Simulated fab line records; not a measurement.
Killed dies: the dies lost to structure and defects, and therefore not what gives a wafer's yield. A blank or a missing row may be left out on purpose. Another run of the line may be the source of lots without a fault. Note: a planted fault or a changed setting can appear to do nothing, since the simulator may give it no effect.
A lot that was struck, set against a sound lot + flow nand_harc + 40 out of 1302 route steps
Sound: the wafers L778.3, L778.4, L778.6. Struck: wafer L797.3. (L797.1, L797.5 of the same lot were not struck and are left out.) The cause comes at the end.
At each step with rows: each side's tool, then ch and its chambers, then its first start. Under that, the readings that differ: sound wafers + struck wafers + difference of the means + sigmas: that difference in standard deviations of wafers without a fault.
alike: a reading whose means differ by less than 2 such deviations, as well as words and numbers matching on both sides. not compared: withheld readings; readings where some wafer has no value; bounds like >300 that might hide an equal value; numbers whose values overlap and for which the record gives no deviation.
The two part at a step that has a row with sigmas, a row that says differs or no value, or rows on one side only. Numbers that don't overlap but have no deviation are shown without sigmas and don't part them. Lack of a reading on every wafer of one side parts them only where that side has two or more wafers.

NHARC_A_BONDPAD_OVL_MEAS_35:
  sound on overlay-01 at day 23 14:06; struck on overlay-01 at day 31 10:02
| reading           | sound    | struck | difference | sigmas |
|-------------------|----------|--------|------------|--------|
| overlay_x_nm (nm) | -5 -5 -5 | 8      | +13        | +3     |
  alike: overlay_y_nm
then, 2 steps without rows for these wafers: NHARC_A_BONDPAD_HARDBAKE_10 (time 65 s); NHARC_A_BONDPAD_DESCUM_11 (chemistry O2, time 3 s).
NHARC_A_BONDPAD_ETCH_34: etches the open film in N2/H2, target depth 60 nm, overetch 18 nm, time 65.91 s.
  sound on rie_diel-07 ch 1,2,3, day 23 14:19; struck on rie_diel-07 ch 1, day 31 10:15
| reading    | sound             | struck | difference | sigmas |
|------------|-------------------|--------|------------|--------|
| bias_w (W) | 149.9 150.1 150.5 | 149.2  | -1.0       | -2     |
  alike: drypump_motor_current_A, oes_product_au, rf_vpp_V, showerhead_plenum_p_Torr, throttle_valve_pct
  not compared: rf_hours_counter_h
then, 1 step without rows for these wafers: NHARC_A_BONDPAD_ETCH_12 (etches the open film in CHF3/O2, target depth 220 nm, time 110 s).
NHARC_A_BONDPAD_CD_MEAS_13:
  sound on cd_sem-01 at day 23 14:32; struck on cd_sem-01 at day 31 10:29
| reading    | sound             | struck | difference | sigmas |
|------------|-------------------|--------|------------|--------|
| cd_nm (nm) | 496.1 498.8 498.9 | 501.8  | +3.9       | +2     |
then, 1 step without rows for these wafers: NHARC_A_BONDPAD_STRIP_15 (strips in O2).
NHARC_A_BONDPAD_ETCH_24: etches the open film in CF4/N2, target depth 30 nm, time 72.99 s.
  sound on rie_diel-09 ch 0,3, day 23 14:48; struck on rie_diel-09 ch 2, day 31 10:54
  alike: bias_w, drypump_motor_current_A, oes_product_au, rf_vpp_V, showerhead_plenum_p_Torr, throttle_valve_pct
  not compared: rf_hours_counter_h
then, 2 steps without rows for these wafers: NHARC_A_BONDPAD_STRIP_16 (strips in post etch residue remover, time 600 s); NHARC_A_BONDPAD_DEGAS_25 (time 60 s).
NHARC_A_BONDPAD_PRE_CLEAN_26: time 30 s.
  sound on pvd_sputter-02; struck on pvd_sputter-01
  alike: heater_power_w
then, 1 step without rows for these wafers: NHARC_A_BONDPAD_PVD_17 (deposits TaN, target thk 5 nm, time 8.06 s).
NHARC_A_BONDPAD_PVD_27: deposits Cu, target thk 30 nm, time 20.49 s.
  sound on pvd_sputter-02 at day 23 15:26; struck on pvd_sputter-01 at day 31 11:32
  alike: chamber_pressure_pa, throttle_valve_pct
then, 1 step without rows for these wafers: NHARC_A_BONDPAD_ECD_18 (material Cu, target thk 400 nm).
NHARC_A_BONDPAD_ANNEAL_28: time 90 s.
  sound on rtp_anneal-01 ch 0, day 23 16:02; struck on rtp_anneal-01 ch 0, day 31 12:03
  alike: wafer_temp_C_max
then, 2 steps without rows for these wafers: NHARC_A_BONDPAD_CMP_19 (polishes, t overpolish 30 s, cu recess touch 16 s, target thk 169.82 nm); NHARC_A_BONDPAD_SRD_21 (time 30 s, dry time 20 s).
NHARC_A_BONDPAD_INSPECT_23:
  sound on defect_inspect-02 at day 23 16:50; struck on defect_inspect-02 at day 31 12:55
  alike: raw_defect_count
then, 5 steps without rows for these wafers: NHARC_HYBRID_BOND_ACTIVATE_00 (chemistry N2, time 60 s); NHARC_HYBRID_BOND_PRECLEAN_01 (cleans in DIW, time 300 s); NHARC_HYBRID_BOND_SRD_02 (time 30 s, dry time 20 s); NHARC_HYBRID_BOND_BOND_03; NHARC_HYBRID_BOND_ANNEAL_04 (time 7200 s).
NHARC_HYBRID_BOND_OVL_MEAS_05:
  rows exist in the record for the sound wafers here (overlay-01, day 24 00:46), none for the struck ones
NHARC_HYBRID_BOND_INSPECT_06: inspects for defects (ir void).
  rows exist in the record for the sound wafers here (defect_inspect-01, day 24 00:50), none for the struck ones
then, 2 steps without rows for these wafers: NHARC_THIN_TSV_GRIND_00; NHARC_THIN_TSV_CMP_01 (polishes).
NHARC_THIN_TSV_THK_MEAS_02: measures by ir.
  rows exist in the record for the sound wafers here (film_metro-02, day 24 04:51), none for the struck ones
then, 3 steps without rows for these wafers: NHARC_THIN_TSV_SRD_03; NHARC_THIN_TSV_PRECLEAN_41 (cleans in SC1); NHARC_THIN_TSV_SRD_42.
NHARC_THIN_TSV_DEP_43: deposits SiO2, target thk 1328.5 nm.
  the record has rows for the sound wafers here (pecvd-04 ch 0,2, day 24 05:04) and none for the struck ones
then, 7 steps without rows for these wafers: NHARC_THIN_TSV_DEHYDRATE_04 (time 120 s); NHARC_THIN_TSV_HMDS_05 (time 30 s); NHARC_THIN_TSV_COAT_06; NHARC_THIN_TSV_SOFTBAKE_07 (time 95 s); NHARC_THIN_TSV_EBR_08; NHARC_THIN_TSV_EXPOSE_09 (exposes mask TSV); NHARC_THIN_TSV_PEB_10 (peb time 85 s).
NHARC_END_SORT_01:
  at this point the record logs the struck wafers (prober-01 ch 0, day 33 05:52) and has no rows for the sound ones

## WHERE THEY PART
At NHARC_A_BONDPAD_OVL_MEAS_35 first; at NHARC_END_SORT_01 last (within this record only).

WHY: what the simulator had put in
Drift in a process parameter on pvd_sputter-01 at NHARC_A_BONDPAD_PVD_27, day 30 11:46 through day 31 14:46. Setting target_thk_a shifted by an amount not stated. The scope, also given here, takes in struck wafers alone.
